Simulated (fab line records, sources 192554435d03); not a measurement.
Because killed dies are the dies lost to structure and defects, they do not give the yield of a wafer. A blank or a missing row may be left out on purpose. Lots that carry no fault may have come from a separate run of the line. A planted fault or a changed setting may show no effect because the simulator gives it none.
The same fault as seen by 3 desks || flow n5_finfet || numbers are kept per desk, each desk with only its own; the story behind them comes last

## THE DEFECT DESK
Counts from the inspections along the route, per lot, as means over the sampled wafers that have a number. If a lot's mean is further than 4 standard deviations from the usual mean, the lot is out of limits and carries the mark OUT (the distance appears in the brackets).
Columns: A = raw_defect_count at N5_BEOL_M2_INSPECT_13, usual 411
{"lot": "L112", "first seen here": "day 7 00:53", "A": 484}
{"lot": "L114", "first seen here": "day 7 13:11", "A": 466}
{"lot": "L116", "first seen here": "day 8 13:05", "A": 330}
{"lot": "L115", "first seen here": "day 8 13:10", "A": 381}
{"lot": "L120", "first seen here": "day 9 09:23", "A": 477}
{"lot": "L121", "first seen here": "day 9 22:20", "A": 493}
{"lot": "L130", "first seen here": "day 11 17:01", "A": 382}
{"lot": "L128", "first seen here": "day 12 04:57", "A": 378}
{"lot": "L131", "first seen here": "day 12 09:59", "A": 472}
This desk's finding: nothing out of limits on any of the 9 lots.

## THE METROLOGY DESK
Means of the sampled wafers that have a number, per lot and without regard to the tool the lot ran on: this is what the gauges read. If a lot's mean is further than 4 standard deviations from the usual mean, the lot is out of limits and carries the mark OUT (the distance appears in the brackets). 7 of its 10 readings are shown, namely those furthest out on some lot.
Columns: A = IOFF_P at N5_BEOL_M4_RC_MEAS_101, usual 0.22 nA/um; B = ION_N at N5_BEOL_M4_RC_MEAS_101, usual 672 uA/um; C = ION_P at N5_BEOL_M4_RC_MEAS_101, usual 463 uA/um; D = SS_N at N5_BEOL_M4_RC_MEAS_101, usual 71.4 mV/dec; E = SS_P at N5_BEOL_M4_RC_MEAS_101, usual 73.2 mV/dec; F = VT_N at N5_BEOL_M4_RC_MEAS_101, usual 250 mV; G = VT_P at N5_BEOL_M4_RC_MEAS_101, usual -250 mV
{"lot": "L112", "first seen here": "day 8 13:38", "A": 0.23, "B": 681, "C": 470, "D": 71.7, "E": 73.5, "F": 247, "G": -249}
{"lot": "L114", "first seen here": "day 9 08:32", "A": 0.20, "B": 673, "C": 461, "D": 71.1, "E": 72.7, "F": 249, "G": -249}
{"lot": "L116", "first seen here": "day 9 21:27", "A": 0.18, "B": 659, "C": 450, "D": 71.1, "E": 72.9, "F": 254, "G": -255}
{"lot": "L115", "first seen here": "day 10 01:50", "A": 0.20, "B": 663, "C": 458, "D": 71.9, "E": 73.2, "F": 252, "G": -251}
{"lot": "L120", "first seen here": "day 10 22:03", "A": 0.25, "B": 678, "C": 473, "D": 71.8, "E": 73.3, "F": 249, "G": -245}
{"lot": "L121", "first seen here": "day 11 06:59", "A": 0.22, "B": 675, "C": 468, "D": 71.0, "E": 72.6, "F": 250, "G": -245}
{"lot": "L130", "first seen here": "day 13 06:59", "A": 0.20, "B": 665, "C": 458, "D": 71.4, "E": 73.1, "F": 252, "G": -249}
{"lot": "L128", "first seen here": "day 14 05:20", "A": 0.18, "B": 673, "C": 454, "D": 71.7, "E": 73.2, "F": 250, "G": -252}
{"lot": "L131", "first seen here": "day 14 11:01", "A": 0.19, "B": 670, "C": 465, "D": 70.5, "E": 72.3, "F": 254, "G": -251}
This desk's finding: nothing out of limits on any of the 9 lots.

## THE TOOL OWNER'S DESK: ald_sin-03
The tool's own readings at N5_BEOL_M2_ALD_98 (deposits SiO2, target thk 2.5 nm, pulse time 1 s, co reactant pulse time 1 s): means of the sampled wafers that have a number, for each lot that ran on this tool. If a lot's mean is further than 4 standard deviations from the usual mean, the lot is out of limits and carries the mark OUT (the distance appears in the brackets).
Columns: A = heater_power_outer_w at N5_BEOL_M2_ALD_98, usual 39.4 W; B = heater_power_w at N5_BEOL_M2_ALD_98, usual 77 W; C = precursor_pulse_height_rel at N5_BEOL_M2_ALD_98, usual 1.002; D = susceptor_temp_C at N5_BEOL_M2_ALD_98, usual 100.02 C
{"lot": "L116", "first seen here": "day 8 14:11", "A": 38.1, "B": 77, "C": 0.993, "D": 100.02}
{"lot": "L115", "first seen here": "day 8 14:49", "A": 40.3, "B": 77, "C": 0.989, "D": 100.11}
{"lot": "L120", "first seen here": "day 9 10:46", "A": 39.4, "B": 72, "C": 1.002, "D": "96.97 (-23) OUT"}
{"lot": "L121", "first seen here": "day 9 23:32", "A": 37.5, "B": 74, "C": 1.011, "D": "96.88 (-24) OUT"}
This desk's finding: out of limits on L120, L121; first on L120, day 9 10:46 (susceptor_temp_C at N5_BEOL_M2_ALD_98). Within limits: L116, L115.

## BROUGHT TOGETHER
On L120, L121, at day 9 10:46, an alarm was possible from the tool owner's desk.
Nothing out of limits was seen by the defect desk.
At the metrology desk, nothing out of limits was observed.
The defect desk has L120, L121 on record, within its limits.
The metrology desk has L120, L121 on record, within its limits.
On ald_sin-03, each named lot ran N5_BEOL_M2_ALD_98.

## WHAT THE SIMULATOR PUT IN
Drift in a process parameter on ald_sin-03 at N5_BEOL_M2_ALD_98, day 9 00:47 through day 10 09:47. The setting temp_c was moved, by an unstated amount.
Shown lots that were struck: L120, L121.
Each desk's first reading out of limits, in hours after the fault started: the tool owner's desk, 10.
